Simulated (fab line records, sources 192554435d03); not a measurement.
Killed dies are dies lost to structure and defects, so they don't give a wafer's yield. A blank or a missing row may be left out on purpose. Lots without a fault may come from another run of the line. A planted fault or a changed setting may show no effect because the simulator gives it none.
Which tool did it? | flow n5_finfet | 24 lots, 72 wafers sampled, at 4 steps of a route of 1938

WHAT THE GAUGES READ, wafer by wafer
N5_BEOL_M4_OVL_MEAS_12.
lot  | measured     | on         | M4_OVL (nm)
L074 | day 7 03:19  | overlay-02 | -0.8 -1.4 -1.7
L075 | day 7 14:29  | overlay-01 | -1.4 -1.0 0.0
L076 | day 7 22:49  | overlay-02 | 0.9 1.3 1.6
L077 | day 7 23:59  | overlay-01 | 0.5 0.0 0.2
L078 | day 8 01:23  | overlay-02 | 0.9 1.0 0.4
L079 | day 8 10:02  | overlay-01 | -0.4 0.1 -0.3
L080 | day 8 16:55  | overlay-02 | -0.2 1.0 0.1
L081 | day 9 07:12  | overlay-01 | -0.7 0.5 -0.9
L082 | day 9 20:45  | overlay-01 | -0.4 -0.3 -0.1
L083 | day 10 08:11 | overlay-01 | 1.2 1.2 1.7
L084 | day 10 13:10 | overlay-02 | 0.9 -0.2 0.3
L085 | day 10 16:07 | overlay-02 | 0.6 0.7 -0.6
L086 | day 10 19:47 | overlay-01 | -0.4 -0.2 -0.9
L088 | day 10 21:02 | overlay-02 | -0.2 0.5 0.7
L087 | day 10 21:12 | overlay-02 | -0.9 -0.5 -0.4
L089 | day 11 04:12 | overlay-01 | 0.9 0.0 0.5
L090 | day 11 04:25 | overlay-02 | 0.3 -0.8 -0.3
L091 | day 12 05:23 | overlay-02 | 0.2 0.0 -0.3
L092 | day 12 09:13 | overlay-02 | 0.1 -0.1 -0.2
L094 | day 12 11:44 | overlay-02 | 0.1 -1.1 -0.2
L093 | day 12 12:44 | overlay-01 | -1.6 -1.0 -0.8
L095 | day 13 02:07 | overlay-02 | 0.7 0.1 -0.3
L096 | day 13 06:02 | overlay-01 | 0.2 0.2 -0.4
L097 | day 13 06:13 | overlay-01 | -0.9 -1.9 -0.7

WHICH TOOL RAN EACH LOT (tool, then ch and the chambers of the sampled wafers, then the start)
lot  | N5_BEOL_M3_ANNEAL_82         | N5_BEOL_M3_CO_CAP_55             | N5_BEOL_M4_ILD_DEP_00
L074 | pvd_sputter-03, day 6 23:31  | cvd_co-01 ch 0,2, day 7 01:38    | pecvd-03 ch 0,2, day 7 01:53
L075 | pvd_sputter-03, day 7 10:54  | cvd_co-01 ch 1,2, day 7 13:00    | pecvd-01 ch 0,2, day 7 13:15
L076 | pvd_sputter-03, day 7 18:02  | cvd_co-02 ch 0,2, day 7 20:23    | pecvd-03 ch 0,1,2, day 7 20:38
L077 | pvd_sputter-02, day 7 19:43  | cvd_co-01 ch 0,1, day 7 21:50    | pecvd-03 ch 1,2, day 7 22:05
L078 | pvd_sputter-02, day 7 21:50  | cvd_co-01 ch 0,2, day 8 00:02    | pecvd-01 ch 0,1,2, day 8 00:17
L079 | pvd_sputter-03, day 8 05:05  | cvd_co-01 ch 0,2, day 8 07:25    | pecvd-01 ch 0,1,2, day 8 07:40
L080 | pvd_sputter-02, day 8 12:11  | cvd_co-02 ch 0,1, day 8 14:17    | pecvd-03 ch 0,1,2, day 8 14:34
L081 | pvd_sputter-02, day 9 03:31  | cvd_co-01 ch 0,1,2, day 9 05:38  | pecvd-01 ch 0,1,2, day 9 05:53
L082 | pvd_sputter-02, day 9 17:13  | cvd_co-02 ch 1,2, day 9 19:20    | pecvd-03 ch 0,2, day 9 19:34
L083 | pvd_sputter-03, day 10 03:57 | cvd_co-01 ch 0,1,2, day 10 06:04 | pecvd-02 ch 0,1,2, day 10 06:19
L084 | pvd_sputter-03, day 10 09:35 | cvd_co-01 ch 0,1,2, day 10 11:42 | pecvd-01 ch 0,1, day 10 11:56
L085 | pvd_sputter-03, day 10 11:26 | cvd_co-02 ch 0,1, day 10 13:55   | pecvd-01 ch 0,1, day 10 14:10
L086 | pvd_sputter-02, day 10 14:17 | cvd_co-02 ch 1,2, day 10 16:26   | pecvd-03 ch 0,1, day 10 16:42
L088 | pvd_sputter-01, day 10 17:22 | cvd_co-01 ch 0,1, day 10 19:28   | pecvd-01 ch 0,1,2, day 10 19:43
L087 | pvd_sputter-03, day 10 17:26 | cvd_co-02 ch 1, day 10 19:47     | pecvd-03 ch 1,2, day 10 20:04
L089 | pvd_sputter-02, day 10 23:51 | cvd_co-01 ch 1,2, day 11 01:58   | pecvd-01 ch 0,1,2, day 11 02:13
L090 | pvd_sputter-01, day 11 00:36 | cvd_co-02 ch 0,1, day 11 02:43   | pecvd-01 ch 0,1,2, day 11 02:57
L091 | pvd_sputter-01, day 12 01:50 | cvd_co-01 ch 1,2, day 12 03:57   | pecvd-01 ch 0,1,2, day 12 04:13
L092 | pvd_sputter-02, day 12 05:54 | cvd_co-02 ch 0,2, day 12 08:10   | pecvd-01 ch 0,2, day 12 08:25
L094 | pvd_sputter-02, day 12 07:44 | cvd_co-01 ch 0,1, day 12 09:52   | pecvd-02 ch 0,1, day 12 10:06
L093 | pvd_sputter-01, day 12 09:48 | cvd_co-01 ch 0,2, day 12 11:54   | pecvd-02 ch 0,2, day 12 12:09
L095 | pvd_sputter-02, day 12 22:10 | cvd_co-02 ch 0,1, day 13 00:16   | pecvd-01 ch 0,1, day 13 00:31
L096 | pvd_sputter-01, day 13 02:42 | cvd_co-02 ch 0,1,2, day 13 04:48 | pecvd-01 ch 0,1,2, day 13 05:03
L097 | pvd_sputter-02, day 13 02:50 | cvd_co-02 ch 1,2, day 13 04:57   | pecvd-01 ch 0,2, day 13 05:11
- N5_BEOL_M3_ANNEAL_82: time 240 s.
- N5_BEOL_M3_CO_CAP_55: material Co, precursor CCTBA/H2, target thk 2 nm, time 102.1 s.
- N5_BEOL_M4_ILD_DEP_00: deposits SiOC from DEMS/O2, target thk 79 nm, time 15.3 s.

WHAT THE TOOLS THEMSELVES READ (means of the sampled wafers that have a number; where no wafer has one, the mark that the record gives instead)
N5_BEOL_M3_ANNEAL_82.
lot  | tool           | heater_power_w (W)
L074 | pvd_sputter-03 | 932
L075 | pvd_sputter-03 | 952
L076 | pvd_sputter-03 | 874
L077 | pvd_sputter-02 | 834
L078 | pvd_sputter-02 | 827
L079 | pvd_sputter-03 | 914
L080 | pvd_sputter-02 | 833
L081 | pvd_sputter-02 | 821
L082 | pvd_sputter-02 | 822
L083 | pvd_sputter-03 | 890
L084 | pvd_sputter-03 | 866
L085 | pvd_sputter-03 | 889
L086 | pvd_sputter-02 | 843
L088 | pvd_sputter-01 | 793
L087 | pvd_sputter-03 | 827
L089 | pvd_sputter-02 | 814
L090 | pvd_sputter-01 | 792
L091 | pvd_sputter-01 | 777
L092 | pvd_sputter-02 | 847
L094 | pvd_sputter-02 | 801
L093 | pvd_sputter-01 | 781
L095 | pvd_sputter-02 | 810
L096 | pvd_sputter-01 | 766
L097 | pvd_sputter-02 | 862

N5_BEOL_M3_CO_CAP_55.
lot  | tool      | heater_power_w (W)
L074 | cvd_co-01 | 262
L075 | cvd_co-01 | 228
L076 | cvd_co-02 | 275
L077 | cvd_co-01 | 287
L078 | cvd_co-01 | 263
L079 | cvd_co-01 | 229
L080 | cvd_co-02 | 261
L081 | cvd_co-01 | 260
L082 | cvd_co-02 | 225
L083 | cvd_co-01 | 252
L084 | cvd_co-01 | 256
L085 | cvd_co-02 | 264
L086 | cvd_co-02 | 221
L088 | cvd_co-01 | 287
L087 | cvd_co-02 | 195
L089 | cvd_co-01 | 256
L090 | cvd_co-02 | 230
L091 | cvd_co-01 | 229
L092 | cvd_co-02 | 276
L094 | cvd_co-01 | 288
L093 | cvd_co-01 | 227
L095 | cvd_co-02 | 260
L096 | cvd_co-02 | 241
L097 | cvd_co-02 | 208

N5_BEOL_M4_ILD_DEP_00.
lot  | tool     | heater_power_w (W) | showerhead_plenum_p_Torr (Torr) | throttle_valve_pct (%)
L074 | pecvd-03 | 360                | 5.678                           | 12.5
L075 | pecvd-01 | 491                | 5.701                           | 11.8
L076 | pecvd-03 | 439                | 5.691                           | 12.5
L077 | pecvd-03 | 513                | 5.698                           | 12.2
L078 | pecvd-01 | 568                | 5.703                           | 11.8
L079 | pecvd-01 | 543                | 5.700                           | 11.8
L080 | pecvd-03 | 393                | 5.683                           | 12.3
L081 | pecvd-01 | 561                | 5.703                           | 12.1
L082 | pecvd-03 | 361                | 5.668                           | 12.3
L083 | pecvd-02 | 443                | 5.706                           | 11.8
L084 | pecvd-01 | 513                | 5.700                           | 12.0
L085 | pecvd-01 | 499                | 5.696                           | 12.1
L086 | pecvd-03 | 412                | 5.680                           | 12.5
L088 | pecvd-01 | 558                | 5.701                           | 11.8
L087 | pecvd-03 | 508                | 5.699                           | 12.3
L089 | pecvd-01 | 546                | 5.703                           | 12.0
L090 | pecvd-01 | 527                | 5.701                           | 11.8
L091 | pecvd-01 | 544                | 5.711                           | 11.9
L092 | pecvd-01 | 523                | 5.700                           | 11.5
L094 | pecvd-02 | 508                | 5.725                           | 11.7
L093 | pecvd-02 | 412                | 5.706                           | 11.6
L095 | pecvd-01 | 551                | 5.695                           | 12.2
L096 | pecvd-01 | 520                | 5.703                           | 11.9
L097 | pecvd-01 | 553                | 5.689                           | 11.3

THE ANSWER, worked out from the rows above alone
Rule: what is usual is taken from the lots themselves. Put in order of their means at a reading, lots are off if they are a third of the lots or fewer, leave a main group of 4 or more, and stand apart from it by a gap of 3 or more times the standard deviation of the main group's means; of several such gaps the widest counts. A main group whose means are all the same, to the digits that the tables above print for the reading, isn't used. A lot without any number at a reading at which 4 lots or more have one is off too. The other lots that the step has rows for count as sound. The gauges are gone through in route order, then the tools' own readings, and for those a lot's mean is taken as printed above. The first step at which some lot is off is used, and at that step the reading that is off furthest; a lot without a number counts as furthest.
No lot is off at any reading shown: from this, nothing can be told.

WHAT THE SIMULATOR HAD PUT IN
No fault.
